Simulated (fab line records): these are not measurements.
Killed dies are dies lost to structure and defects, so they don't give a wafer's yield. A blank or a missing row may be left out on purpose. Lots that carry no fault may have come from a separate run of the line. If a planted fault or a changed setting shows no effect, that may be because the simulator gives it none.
Struck lot and sound lot, side by side ; flow n5_finfet ; 15 out of 1938 route steps
Sound: the wafers L753.2, L753.3, L753.6. Wafers L754.1, L754.2, L754.5 were the ones struck. The cause is named last.
At each step with rows: each side's tool, then ch and its chambers, then its first start. Under that, the readings that differ: sound wafers ; struck wafers ; difference of the means ; sigmas: that difference in standard deviations of wafers without a fault.
alike: readings with means less than 2 such deviations apart, plus words and numbers identical on both sides. not compared: withheld readings, readings lacking a value on some wafer, bounds such as >300 that could conceal the same value, and numbers that have no deviation in the record and whose values overlap.
Wherever a step has rows on one side only, a row that says differs or no value, or a row with sigmas, the two part there. Numbers that don't overlap but have no deviation are shown without sigmas and don't part them. A reading that every wafer of one side lacks parts them only if that side has two wafers or more.

first, 1 step without rows for these wafers: N5_BEOL_M13_STRIP_70 (strips in C4F8/O2/Ar).
N5_BEOL_M13_OCD_MEAS_35:
  sound on ocd-02, day 12 15:28; struck on ocd-02, day 13 13:52
  alike: trench_depth_nm
then, 1 step without rows for these wafers: N5_BEOL_M13_STRIP_37 (strips in N2/H2).
N5_BEOL_M13_ETCH_38: etches SiCN in CF4/N2, target depth 67.5 nm, time 71.9 s.
  sound on rie_diel-01 ch 0,1,3, day 12 16:11; struck on rie_diel-01 ch 0,3, day 13 15:27
  alike: drypump_motor_current_A, oes_product_au, rf_vpp_V, showerhead_plenum_p_Torr, throttle_valve_pct
  not compared: rf_hours_counter_h
then, 2 steps without rows for these wafers: N5_BEOL_M13_PRECLEAN_39 (cleans in residue remover, time 60 s); N5_BEOL_M13_SRD_40 (time 30 s, dry time 30 s).
N5_BEOL_M13_DEGAS_41: time 60 s.
  sound on pvd_sputter-03, day 12 16:58; struck on pvd_sputter-01, day 13 16:05
  alike: heater_power_w
N5_BEOL_M13_PRE_CLEAN_42: time 30 s.
  sound on pvd_sputter-03, day 12 17:01; struck on pvd_sputter-01, day 13 16:07
  alike: heater_power_w
N5_BEOL_M13_SPUTTER_43: material TaN, target thk 15 nm, time 24.19 s.
  sound on pvd_sputter-03, day 12 17:03; struck on pvd_sputter-01, day 13 16:10
  alike: throttle_valve_pct
N5_BEOL_M13_SPUTTER_44: material Ta, target thk 10 nm, time 16.13 s.
  sound on pvd_sputter-03, day 12 17:08; struck on pvd_sputter-01, day 13 16:14
  alike: throttle_valve_pct
then, 2 steps without rows for these wafers: N5_BEOL_M13_SPUTTER_45 (material Cu, target thk 80 nm, time 13.33 s); N5_BEOL_M13_ECD_47 (material Cu, target thk 936 nm).
N5_BEOL_M13_ANNEAL_48: time 90 s.
  struck on rtp_anneal-02, day 13 16:58; sound on rtp_anneal-02 ch 0, day 12 17:32
  no value came back on the struck wafers for anneal_temp_c (C), anneal_temp_c_max, wafer_temp_C_max; on the sound wafers anneal_temp_c (C) reads 225.46 225.25 225.12
then, 2 steps without rows for these wafers: N5_BEOL_M13_CMP_49 (polishes, stops on SiOC, t overpolish 17.1 s, target thk 420 nm); N5_PASSIVATION_PROBE_49.

## WHERE THEY PART
N5_BEOL_M13_ANNEAL_48 only, going by this record.

WHY: the cause the simulator had injected
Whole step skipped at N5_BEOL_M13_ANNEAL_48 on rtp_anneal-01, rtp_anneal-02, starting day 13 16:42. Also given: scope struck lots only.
